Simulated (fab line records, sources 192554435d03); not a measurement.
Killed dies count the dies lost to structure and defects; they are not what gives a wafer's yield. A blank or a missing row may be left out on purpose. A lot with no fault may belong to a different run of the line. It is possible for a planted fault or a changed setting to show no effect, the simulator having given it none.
Which of the tools did it? | flow n5-finfet | 25 wafers from 9 lots sampled at 4 of the route's 1938 steps

== WHAT THE GAUGES SHOWED, per wafer ==
N5_HKMG_FIN_THK_MEAS_70: measures by xrf.
lot  | measured    | on            | HK_THK (nm)
L234 | day 5 19:59 | film-metro-02 | 1.655 1.643 1.642
L235 | day 5 21:31 | film-metro-02 | 1.632 1.631 1.593
L236 | day 6 04:40 | film-metro-01 | 1.647 1.639 1.622
L239 | day 7 00:24 | film-metro-01 | 1.597 1.598 1.623
L240 | day 7 02:24 | film-metro-01 | 1.591 1.608 1.624
L247 | day 8 19:56 | film-metro-01 | 2.151 1.620
L249 | day 9 09:37 | film-metro-01 | 1.620 1.608 2.151
L250 | day 9 13:11 | film-metro-01 | 2.155 2.147
L251 | day 9 21:23 | film-metro-02 | 1.653 1.640 1.608

== TOOL THAT RAN EACH LOT (tool first, then ch and the chambers of the sampled wafers, then the start) ==
lot  | N5_SDB_ETCH_17                    | N5_SDB_ETCH_25                    | N5_HKMG_FIN_HK_ALD_01
L234 | rie-diel-01 ch 0,1,3, day 5 12:05 | rie-diel-06 ch 1,2,3, day 5 12:35 | ald-hk-02 ch 0,1,3, day 5 16:29
L235 | rie-diel-02 ch 0,1,2, day 5 12:58 | rie-diel-06 ch 1,2,3, day 5 13:27 | ald-hk-03 ch 0,2,3, day 5 17:56
L236 | rie-diel-02 ch 1,2, day 5 20:41   | rie-diel-06 ch 0,2,3, day 5 21:11 | ald-hk-01 ch 0,1,3, day 6 01:11
L239 | rie-diel-02 ch 1,2,3, day 6 14:57 | rie-diel-02 ch 0,1,2, day 6 15:38 | ald-hk-03 ch 0,2,3, day 6 20:34
L240 | rie-diel-01 ch 1,2,3, day 6 18:20 | rie-diel-01 ch 0,1, day 6 18:50   | ald-hk-03 ch 0,2, day 6 22:44
L247 | rie-diel-01 ch 1,3, day 8 11:41   | rie-diel-06 ch 1,3, day 8 12:28   | ald-hk-03 ch 2,3, day 8 16:26
L249 | rie-diel-06 ch 1,2,3, day 9 00:50 | rie-diel-06 ch 0,2,3, day 9 01:43 | ald-hk-03 ch 1,2,3, day 9 05:38
L250 | rie-diel-02 ch 0, day 9 05:16     | rie-diel-06 ch 0,3, day 9 05:45   | ald-hk-03 ch 0,3, day 9 09:40
L251 | rie-diel-01 ch 1,2, day 9 13:17   | rie-diel-01 ch 0,1,3, day 9 13:47 | ald-hk-02 ch 1,2,3, day 9 17:41
- N5_SDB_ETCH_17: etches SiARC in CF4, target depth 23.4 nm, time 39 s.
- N5_SDB_ETCH_25: etches SiO2 in C4F6/O2, target depth 10 nm, time 3.3 s.
- N5_HKMG_FIN_HK_ALD_01: deposits HfO2, target thk 1.6 nm, pulse time 3 s, purge time 3 s.

== THE ANSWER, worked out from the rows above alone ==
Rule: usual is defined by the lots themselves. Put in order of their means at a reading, lots are off if they are a third of the lots or fewer, leave a main group of 4 or more, and stand apart from it by a gap of 3 or more times the standard deviation of the main group's means; of several such gaps the widest counts. Not used: any main group whose means are identical at the precision the tables above print for the reading. A lot without any number at a reading at which 4 lots or more have one is off too. Where the step has rows for the other lots, those lots are counted as sound.
Off: L247, L249, L250, at N5_HKMG_FIN_THK_MEAS_70 (HK_THK). Mean 1.625 nm and standard deviation 0.015 in the main group.
If a tool, at a process step before that reading, ran all the lots that are off and no sound lot after the first of them, it fits. Gauges at N5_HKMG_FIN_THK_MEAS_70: tried the same way as those tools. Can't be told from this: 3 tools fit, rie-diel-06 at N5_SDB_ETCH_25, ald-hk-03 at N5_HKMG_FIN_HK_ALD_01, film-metro-01 at N5_HKMG_FIN_THK_MEAS_70.

== WHAT THE SIMULATOR HAD INSERTED ==
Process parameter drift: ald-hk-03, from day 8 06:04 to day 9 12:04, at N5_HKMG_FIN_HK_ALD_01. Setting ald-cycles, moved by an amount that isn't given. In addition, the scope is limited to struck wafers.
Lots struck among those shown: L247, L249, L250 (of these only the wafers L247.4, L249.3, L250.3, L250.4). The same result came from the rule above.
